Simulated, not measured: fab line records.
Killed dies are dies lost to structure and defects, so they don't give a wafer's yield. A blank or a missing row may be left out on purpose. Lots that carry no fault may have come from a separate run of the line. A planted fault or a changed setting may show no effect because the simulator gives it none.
A lot that was struck, set against a sound lot || flow n5_finfet || 36 out of 1938 route steps
Sound: these wafers, L530.2, L530.4, L530.6. The struck wafers were L519.1, L519.6. Last of all comes the cause.
At each step with rows: each side's tool, then ch and its chambers, then its first start. Under that, the readings that differ: sound wafers || struck wafers || difference of the means || sigmas: that difference in standard deviations of wafers without a fault.
alike: words and numbers the same on both sides, and readings whose means are apart by under 2 such deviations; not compared: readings that were withheld, readings missing a value for some wafer, numbers with overlapping values and no deviation given by the record, and bounds like >300 which may hide the same value.
Wherever a step has rows on one side only, a row that says differs or no value, or a row with sigmas, the two part there. Numbers that don't overlap but have no deviation are shown without sigmas and don't part them. A reading missing from all wafers of one side parts the sides only when that side holds two or more wafers.

first, 9 steps without rows for these wafers: N5_BEOL_M10_ALD_74 (deposits TaN, target thk 2 nm, pulse time 2 s, purge time 3 s); N5_BEOL_M10_SURFACE_TREAT_76; N5_BEOL_M10_CVD_75 (deposits Co from CCTBA/H2, target thk 2 nm, time 138.9 s); N5_BEOL_M10_SPUTTER_48 (material Cu, target thk 12 nm, time 2 s); N5_BEOL_M10_ECD_50 (material Cu, target thk 318 nm); N5_BEOL_M10_ANNEAL_51 (time 90 s); N5_BEOL_M10_CMP_52 (polishes, stops on SiCOH lowk, t overpolish 7 s, target thk 140 nm); N5_BEOL_M10_PRE_CLEAN_55 (time 15 s); N5_BEOL_M10_DEP_56 (deposits SiCN from 3MS/NH3, target thk 15 nm, time 26.5 s).
N5_BEOL_M11_ILD_DEP_00: deposits SiCOH lowk from DEMS/porogen, target thk 308.51 nm, time 58 s.
  sound on pecvd-01 ch 0,1, day 15 12:41; struck on pecvd-02 ch 0,2, day 12 12:34
{"reading": "model.SiCOH_lowk_of_BEOL_M11_ILD_DEP_00.thk_nm (nm)", "sound": "314.6 313.8 311.6", "struck": "254 258.2", "difference": -57, "sigmas": ""}
  alike: heater_power_w, showerhead_plenum_p_Torr, throttle_valve_pct
then, 1 step without rows for these wafers: N5_BEOL_M11_CURE_71 (cures SiCOH lowk, time 240 s).
N5_BEOL_M11_THK_MEAS_01:
  sound on film_metro-02 at day 15 13:29; struck on film_metro-02 at day 12 13:10
{"reading": "M11_ILD_THK (nm)", "sound": "273 273 271", "struck": "220 224", "difference": -50, "sigmas": -14}
then, 23 steps without rows for these wafers: N5_BEOL_M11_PECVD_70 (deposits SiO2 from TEOS/O2, target thk 20 nm, time 22.7 s); N5_BEOL_M11_HM_DEP_02 (deposits TiN, target thk 20 nm); N5_BEOL_M11_COAT_59 (time 60 s, resist thk 100 nm); N5_BEOL_M11_COAT_60 (time 60 s, resist thk 30 nm); N5_BEOL_M11_COAT_05 (resist thk 90 nm); N5_BEOL_M11_EBR_07; N5_BEOL_M11_SOFTBAKE_06 (time 60 s); N5_BEOL_M11_EXPOSE_08 (exposes mask M11); N5_BEOL_M11_PEB_09 (peb time 60 s); N5_BEOL_M11_DEVELOP_10 (develop time 30 s); N5_BEOL_M11_DESCUM_16 (chemistry O2, time 7.9 s); N5_BEOL_M11_ETCH_61 (etches SiARC in CF4, target depth 39 nm, time 65 s); N5_BEOL_M11_ETCH_62 (etches SOC in N2/H2, target depth 110 nm, overetch 22 nm, time 165 s); N5_BEOL_M11_STRIP_68 (strips in N2/H2); N5_BEOL_M11_STRIP_67 (strips in CF4); N5_BEOL_M11_HM_OPEN_17 (chemistry Cl2/BCl3, target TiN, target depth 20 nm, overetch 6 nm); N5_BEOL_M11_STRIP_19 (strips in O2); N5_BEOL_M11_COAT_63 (time 60 s, resist thk 100 nm); N5_BEOL_M11_COAT_64 (time 60 s, resist thk 30 nm); N5_BEOL_M11_COAT_22 (resist thk 90 nm); N5_BEOL_M11_EBR_24; N5_BEOL_M11_SOFTBAKE_23 (time 60 s); N5_BEOL_M11_EXPOSE_25 (exposes mask V10).
N5_BEOL_M11_CMP_52: polishes, stops on SiCOH lowk, t overpolish 7 s, target thk 140 nm.
  sound on cmp-04 ch 0,1,2, day 15 20:01; struck on cmp-04 ch 0,1, day 12 18:59
{"reading": "model.SiCOH_lowk_of_BEOL_M11_ILD_DEP_00.thk_nm (nm)", "sound": "270.4 269.6 267.8", "struck": "217 220.6", "difference": -50, "sigmas": ""}
  alike: motor_current_A

## WHERE THEY PART
Within this record, at N5_BEOL_M11_THK_MEAS_01 only. Later steps at which nothing parts them and some readings are alike: N5_BEOL_M11_CMP_52.

WHY: what had been put in by the simulator
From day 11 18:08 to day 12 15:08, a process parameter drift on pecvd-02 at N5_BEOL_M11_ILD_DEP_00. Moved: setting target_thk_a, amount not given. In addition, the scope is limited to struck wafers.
